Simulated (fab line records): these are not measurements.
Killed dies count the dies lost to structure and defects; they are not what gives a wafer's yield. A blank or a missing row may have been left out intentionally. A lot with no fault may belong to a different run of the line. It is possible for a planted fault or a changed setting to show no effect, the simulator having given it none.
Split-lot trial + flow n5-finfet + 39 wafers read across 7 lots, on a route 1938 steps long

## THE SPLIT
At N5_MOL_CONTACT_COAG_ETCH_124 (etches SiNx in CH3F/O2, stops on SiOC, target depth 6.5 nm), the setting target-depth-a was moved away from the recipe's 65 angstrom on 15 of the 39 wafers read, by -50.6% to -20.2%. This setting was run at the recipe's value on the other wafers.

The reading is taken at the split's own step.

## THE READING
etch.depth-nm (the simulator's own value, which no gauge read), in nm, at N5_MOL_CONTACT_COAG_ETCH_124 (etches SiNx in CH3F/O2, stops on SiOC, target depth 6.5 nm). No usual value for it is given in the file. Across the 24 wafers here that went through the recipe, the average is 5.008 nm and the standard deviation 0.04 nm.

| wafer  | tool, chamber at the split | target-depth-a as run, angstrom | against the recipe | etch.depth-nm, nm | against lot-mates on the recipe |
|--------|----------------------------|---------------------------------|--------------------|-------------------|---------------------------------|
| L083.1 | rie-diel-03, 3             | 65                              | recipe             | 5.036             | -                               |
| L083.2 | rie-diel-03, 0             | 65                              | recipe             | 5.009             | -                               |
| L083.3 | rie-diel-03, 1             | 65                              | recipe             | 5.047             | -                               |
| L083.4 | rie-diel-03, 2             | 65                              | recipe             | 5.057             | -                               |
| L083.5 | rie-diel-03, 0             | 65                              | recipe             | 5.053             | -                               |
| L083.6 | rie-diel-03, 1             | 65                              | recipe             | 5.063             | -                               |
| L084.1 | rie-diel-03, 3             | 51.9                            | -20.2%             | 5.05              | +0.024                          |
| L084.2 | rie-diel-03, 0             | 65                              | recipe             | 4.998             | -                               |
| L084.3 | rie-diel-03, 1             | 51.9                            | -20.2%             | 5.05              | +0.024                          |
| L084.4 | rie-diel-03, 2             | 51.9                            | -20.2%             | 5.062             | +0.036                          |
| L084.5 | rie-diel-03, 2             | 65                              | recipe             | 5.019             | -                               |
| L084.6 | rie-diel-03, 3             | 65                              | recipe             | 5.06              | -                               |
| L086.1 | rie-diel-04, 3             | 43.21                           | -33.5%             | 4.157             | -0.807                          |
| L086.2 | rie-diel-04, 2             | 65                              | recipe             | 4.982             | -                               |
| L086.3 | rie-diel-04, 0             | 65                              | recipe             | 4.939             | -                               |
| L086.4 | rie-diel-04, 1             | 43.21                           | -33.5%             | 4.349             | -0.615                          |
| L086.5 | rie-diel-04, 0             | 65                              | recipe             | 4.97              | -                               |
| L086.6 | rie-diel-04, 1             | 43.21                           | -33.5%             | 4.335             | -0.629                          |
| L087.1 | rie-diel-01, 1             | 65                              | recipe             | 5.068             | -                               |
| L087.2 | rie-diel-01, 3             | 65                              | recipe             | 4.967             | -                               |
| L087.4 | rie-diel-01, 0             | 65                              | recipe             | 5.049             | -                               |
| L091.1 | rie-diel-04, 2             | 65                              | recipe             | 4.981             | -                               |
| L091.2 | rie-diel-04, 1             | 33.42                           | -48.6%             | 3.422             | -1.570                          |
| L091.3 | rie-diel-04, 0             | 65                              | recipe             | 5.026             | -                               |
| L091.4 | rie-diel-04, 3             | 65                              | recipe             | 4.968             | -                               |
| L091.5 | rie-diel-04, 3             | 33.42                           | -48.6%             | 3.249             | -1.743                          |
| L091.6 | rie-diel-04, 2             | 33.42                           | -48.6%             | 3.389             | -1.603                          |
| L092.1 | rie-diel-01, 2             | 51.86                           | -20.2%             | 4.969             | -0.023                          |
| L092.2 | rie-diel-01, 0             | 65                              | recipe             | 4.996             | -                               |
| L092.3 | rie-diel-01, 1             | 51.86                           | -20.2%             | 4.969             | -0.023                          |
| L092.4 | rie-diel-01, 3             | 51.86                           | -20.2%             | 4.994             | +0.002                          |
| L092.5 | rie-diel-01, 3             | 65                              | recipe             | 4.956             | -                               |
| L092.6 | rie-diel-01, 0             | 65                              | recipe             | 5.025             | -                               |
| L097.1 | rie-diel-04, 0             | 65                              | recipe             | 4.945             | -                               |
| L097.2 | rie-diel-04, 1             | 32.1                            | -50.6%             | 3.231             | -1.742                          |
| L097.3 | rie-diel-04, 2             | 32.1                            | -50.6%             | 3.22              | -1.753                          |
| L097.4 | rie-diel-04, 2             | 65                              | recipe             | 5.016             | -                               |
| L097.5 | rie-diel-04, 1             | 32.1                            | -50.6%             | 3.191             | -1.782                          |
| L097.6 | rie-diel-04, 0             | 65                              | recipe             | 4.959             | -                               |

FIT RESULTS
A straight line over all 39 wafers: etch.depth-nm changes by +0.0307 nm for each +1% of target-depth-a; r = +0.91; the points scatter about the line by 0.27 nm.
The same after taking each lot's own level away (the mean of its wafers on the recipe; 39 wafers): +0.0301 nm for each +1%; r = +0.91; scatter 0.27 nm.
According to that fit, moving target-depth-a by its largest amount changes the reading by 1.5 nm.
Across the lots, their own levels run from 4.9637 to 5.0442 nm, a range of 2.0 times the standard deviation given above.
Consequently the slope shifts little with the lot-to-lot level, the two slopes agreeing.
Check: for one of the wafers moved furthest among these (-50.6%), held out of the fit, the line's prediction against its lot-mates is -1.39 nm. Against them it came out at -1.74 nm.

## THESE WAFERS: OTHER SPLITS
These wafers also went through other splits before the reading. Each is held against what the fit with the lots' levels taken away leaves over:
| other split on the same wafers          | wafers away from the commonest value | r with etch.depth-nm (lot level and that fit taken away) |
|-----------------------------------------|--------------------------------------|----------------------------------------------------------|
| N5_FIN_SAQP_SPACER2_ALD_28 target-thk-a | 9                                    | -0.24                                                    |
| N5_SDB_HM_DEP_00 target-thk-a           | 15                                   | -0.18                                                    |

## THE WHOLE CHAIN: every reading that the file lists as answering this split, in the file's order
| step                         | what it does                                               | reading                                                                                 | change (the file's fit)                | r (the file's) |
|------------------------------|------------------------------------------------------------|-----------------------------------------------------------------------------------------|----------------------------------------|----------------|
| N5_MOL_CONTACT_COAG_ETCH_124 | etches SiNx in CH3F/O2, stops on SiOC, target depth 6.5 nm | SOC_of_MOL_CONTACT_COAG_COAT_62.thk-nm (the simulator's own value, which no gauge read) | -0.0304 nm for each +1% of the setting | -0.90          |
| N5_MOL_CONTACT_COAG_ETCH_124 | etches SiNx in CH3F/O2, stops on SiOC, target depth 6.5 nm | etch.depth-nm (the simulator's own value, which no gauge read)                          | +0.0279 nm for each +1% of the setting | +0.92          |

## THE FILE'S OWN FIT
etch.depth-nm changes by +0.0279 nm for each +1% of target-depth-a, r = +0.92.
